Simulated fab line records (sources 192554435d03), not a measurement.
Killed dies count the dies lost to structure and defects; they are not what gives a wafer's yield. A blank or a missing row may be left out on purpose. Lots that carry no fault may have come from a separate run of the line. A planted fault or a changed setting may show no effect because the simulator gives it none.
Split-lot experiment :: flow n5-finfet :: 21 wafers read from 7 lots, route of 1938 steps

SPLIT DETAILS
At N5_BEOL_M14_ILD_DEP_00 (deposits SiO2 from TEOS/O2, target thk 1119.3 nm, time 237.4 s), the setting time-s was moved away from the recipe's 237.4 s on 6 of the 21 wafers read, by -11.0% to +8.1%. This setting was run at the recipe's value on the other wafers.

Between the split and the reading, the file records no step.

THE READING
M14_ILD_THK in nanometres, read at N5_BEOL_M14_THK_MEAS_01. Fault-free wafers of this fab line usually give 1114 nm, standard deviation 20 nm.

wafer: L075.2
tool, chamber at the split: pecvd-01, 0
time-s as run, s: 237.4
against the recipe: recipe
M14_ILD_THK, nm: 1138
against lot-mates on the recipe: -

wafer: L075.4
tool, chamber at the split: pecvd-01, 0
time-s as run, s: 237.4
against the recipe: recipe
M14_ILD_THK, nm: 1151
against lot-mates on the recipe: -

wafer: L075.6
tool, chamber at the split: pecvd-01, 1
time-s as run, s: 237.4
against the recipe: recipe
M14_ILD_THK, nm: 1125
against lot-mates on the recipe: -

wafer: L077.3
tool, chamber at the split: pecvd-02, 0
time-s as run, s: 237.4
against the recipe: recipe
M14_ILD_THK, nm: 1085
against lot-mates on the recipe: -

wafer: L077.5
tool, chamber at the split: pecvd-02, 2
time-s as run, s: 227.1
against the recipe: -4.3%
M14_ILD_THK, nm: 1034
against lot-mates on the recipe: -62

wafer: L077.6
tool, chamber at the split: pecvd-02, 0
time-s as run, s: 237.4
against the recipe: recipe
M14_ILD_THK, nm: 1108
against lot-mates on the recipe: -

wafer: L079.2
tool, chamber at the split: pecvd-01, 2
time-s as run, s: 237.4
against the recipe: recipe
M14_ILD_THK, nm: 1120
against lot-mates on the recipe: -

wafer: L079.4
tool, chamber at the split: pecvd-01, 1
time-s as run, s: 220.7
against the recipe: -7.0%
M14_ILD_THK, nm: 1027
against lot-mates on the recipe: -93

wafer: L079.6
tool, chamber at the split: pecvd-01, 2
time-s as run, s: 220.7
against the recipe: -7.0%
M14_ILD_THK, nm: 1067
against lot-mates on the recipe: -53

wafer: L078.2
tool, chamber at the split: pecvd-02, 1
time-s as run, s: 237.4
against the recipe: recipe
M14_ILD_THK, nm: 1101
against lot-mates on the recipe: -

wafer: L078.4
tool, chamber at the split: pecvd-02, 1
time-s as run, s: 237.4
against the recipe: recipe
M14_ILD_THK, nm: 1134
against lot-mates on the recipe: -

wafer: L078.6
tool, chamber at the split: pecvd-02, 2
time-s as run, s: 237.4
against the recipe: recipe
M14_ILD_THK, nm: 1106
against lot-mates on the recipe: -

wafer: L086.1
tool, chamber at the split: pecvd-01, 1
time-s as run, s: 256.7
against the recipe: +8.1%
M14_ILD_THK, nm: 1198
against lot-mates on the recipe: +72

wafer: L086.2
tool, chamber at the split: pecvd-01, 2
time-s as run, s: 237.4
against the recipe: recipe
M14_ILD_THK, nm: 1126
against lot-mates on the recipe: -

wafer: L086.6
tool, chamber at the split: pecvd-01, 1
time-s as run, s: 256.7
against the recipe: +8.1%
M14_ILD_THK, nm: 1209
against lot-mates on the recipe: +83

wafer: L087.2
tool, chamber at the split: pecvd-01, 1
time-s as run, s: 237.4
against the recipe: recipe
M14_ILD_THK, nm: 1083
against lot-mates on the recipe: -

wafer: L087.3
tool, chamber at the split: pecvd-01, 2
time-s as run, s: 237.4
against the recipe: recipe
M14_ILD_THK, nm: 1111
against lot-mates on the recipe: -

wafer: L087.6
tool, chamber at the split: pecvd-01, 2
time-s as run, s: 211.3
against the recipe: -11.0%
M14_ILD_THK, nm: 1013
against lot-mates on the recipe: -84

wafer: L089.2
tool, chamber at the split: pecvd-02, 1
time-s as run, s: 237.4
against the recipe: recipe
M14_ILD_THK, nm: 1120
against lot-mates on the recipe: -

wafer: L089.5
tool, chamber at the split: pecvd-02, 0
time-s as run, s: 237.4
against the recipe: recipe
M14_ILD_THK, nm: 1128
against lot-mates on the recipe: -

wafer: L089.6
tool, chamber at the split: pecvd-02, 2
time-s as run, s: 237.4
against the recipe: recipe
M14_ILD_THK, nm: 1108
against lot-mates on the recipe: -

THE FIT
A straight line over all 21 wafers: M14_ILD_THK changes by +10.5 nm for each +1% of time-s; r = +0.92; the points scatter about the line by 20 nm.
The same after taking each lot's own level away (the mean of its wafers on the recipe; 21 wafers): +9.36 nm for each +1%; r = +0.95; scatter 14 nm.
According to that fit, moving time-s by its largest amount changes the reading by 1e+02 nm.
The lots' own levels span 1096.5 to 1138.0 nm, that is 2.1 times the standard deviation above.
Thus the slope moves with the lot-to-lot level: the two fits are different.
Check: -114 nm against its lot-mates is what the line predicts for one of the wafers moved furthest among these (-11.0%) when that wafer is left out of the fit. It came out at -84 nm against them.

OTHER SPLITS ON THESE WAFERS
Before the reading, these wafers also passed through other splits. Each is held against what the fit with the lots' levels taken away leaves over:
other split on the same wafers: N5_BEOL_M5_COAT_74 spin-rpm
wafers away from the commonest value: 8
r with M14_ILD_THK (lot level and that fit taken away): -0.08

other split on the same wafers: N5_BEOL_M6_COAT_22 spin-rpm
wafers away from the commonest value: 11
r with M14_ILD_THK (lot level and that fit taken away): -0.15

other split on the same wafers: N5_BEOL_M7_EXPOSE_25 dose-mj
wafers away from the commonest value: 5
r with M14_ILD_THK (lot level and that fit taken away): +0.30

other split on the same wafers: N5_BEOL_M7_DESCUM_33 time-s
wafers away from the commonest value: 8
r with M14_ILD_THK (lot level and that fit taken away): -0.23

other split on the same wafers: N5_BEOL_M10_DEP_56 time-s
wafers away from the commonest value: 7
r with M14_ILD_THK (lot level and that fit taken away): +0.30

other split on the same wafers: N5_BEOL_M11_COAT_05 spin-rpm
wafers away from the commonest value: 7
r with M14_ILD_THK (lot level and that fit taken away): +0.27

THE WHOLE CHAIN: every reading that the file lists as answering this split, in the file's order
step: N5_BEOL_M14_ILD_DEP_00
what it does: deposits SiO2 from TEOS/O2, target thk 1119.3 nm, time 237.4 s
reading: SiO2_of_BEOL_M14_ILD_DEP_00.thk-nm (the simulator's own value, which no gauge read)
change (the file's fit): +9.14 nm for each +1% of the setting
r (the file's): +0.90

step: N5_BEOL_M14_THK_MEAS_01
what it does: 
reading: M14_ILD_THK
change (the file's fit): +9.12 for each +1% of the setting
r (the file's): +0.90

THE FILE'S OWN FIT
M14_ILD_THK changes by +9.12 nm for each +1% of time-s, r = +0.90.
